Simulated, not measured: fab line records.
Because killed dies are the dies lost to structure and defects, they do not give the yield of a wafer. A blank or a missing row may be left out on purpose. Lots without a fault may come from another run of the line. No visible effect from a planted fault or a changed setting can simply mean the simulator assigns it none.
Matching of chambers || flow nand harc || NHARC_P_M0_DESCUM_14 on rie diel-10 has 4 sister chambers
The step chemistry O2, time 3 s. 7 wafers are shown with their chamber, then 7 later ones without.

== WAFERS WITH THEIR CHAMBER ==
{"wafer": "L084.3", "chamber": 2, "oes product au (a.u.)": 0.993, "throttle valve pct (%)": 11.308}
{"wafer": "L084.5", "chamber": 0, "oes product au (a.u.)": 0.993, "throttle valve pct (%)": 11.305}
{"wafer": "L085.4", "chamber": 1, "oes product au (a.u.)": 0.993, "throttle valve pct (%)": 11.308}
{"wafer": "L085.5", "chamber": 0, "oes product au (a.u.)": 0.996, "throttle valve pct (%)": 11.303}
{"wafer": "L085.6", "chamber": 1, "oes product au (a.u.)": 0.999, "throttle valve pct (%)": 11.320}
{"wafer": "L091.1", "chamber": 2, "oes product au (a.u.)": 0.988, "throttle valve pct (%)": 11.306}
{"wafer": "L091.3", "chamber": 3, "oes product au (a.u.)": 1.015, "throttle valve pct (%)": 11.321}

== WAFERS WITHOUT THEIR CHAMBER ==
{"wafer": "L091.4", "oes product au (a.u.)": 1.002, "throttle valve pct (%)": 11.307}
{"wafer": "L094.1", "oes product au (a.u.)": 1.005, "throttle valve pct (%)": 11.298}
{"wafer": "L094.5", "oes product au (a.u.)": 0.990, "throttle valve pct (%)": 11.311}
{"wafer": "L094.6", "oes product au (a.u.)": 1.008, "throttle valve pct (%)": 11.318}
{"wafer": "L097.3", "oes product au (a.u.)": 1.006, "throttle valve pct (%)": 11.317}
{"wafer": "L097.4", "oes product au (a.u.)": 0.996, "throttle valve pct (%)": 11.336}
{"wafer": "L097.6", "oes product au (a.u.)": 0.998, "throttle valve pct (%)": 11.316}

== CHAMBER TAKEN BY EACH ==
{"wafer": "L091.4", "from the rows above": "can't be placed: 1 or 0 or 2", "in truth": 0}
{"wafer": "L094.1", "from the rows above": "can't be placed: 0 or 1 or 2", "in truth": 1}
{"wafer": "L094.5", "from the rows above": "can't be placed: 2 or 1 or 0", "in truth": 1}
{"wafer": "L094.6", "from the rows above": "can't be placed: 3 or 1", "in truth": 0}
{"wafer": "L097.3", "from the rows above": "can't be placed: 3 or 1 or 0", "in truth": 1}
{"wafer": "L097.4", "from the rows above": "can't be placed: 1 or 2 or 3", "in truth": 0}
{"wafer": "L097.6", "from the rows above": "can't be placed: 1 or 0", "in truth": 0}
0 of 7 placed correctly. From these rows, 7 cannot be placed; in 5 the true chamber is one of the candidates. 0 placed wrongly.
How it was worked out, from the rows above alone: a wafer's distance from a chamber is the root of the sum, over the readings, of the square of ((its reading less the chamber's mean) divided by the reading's scatter). The wafer belongs to the nearest chamber; if the next one is less than 2 further off, it can't be placed. The mean given for a chamber averages the wafers shown for that chamber. How the scatter is found: for the shown wafers, subtract from each reading the mean of its chamber, square and add these, divide the total by (wafers less chambers), then take the root.
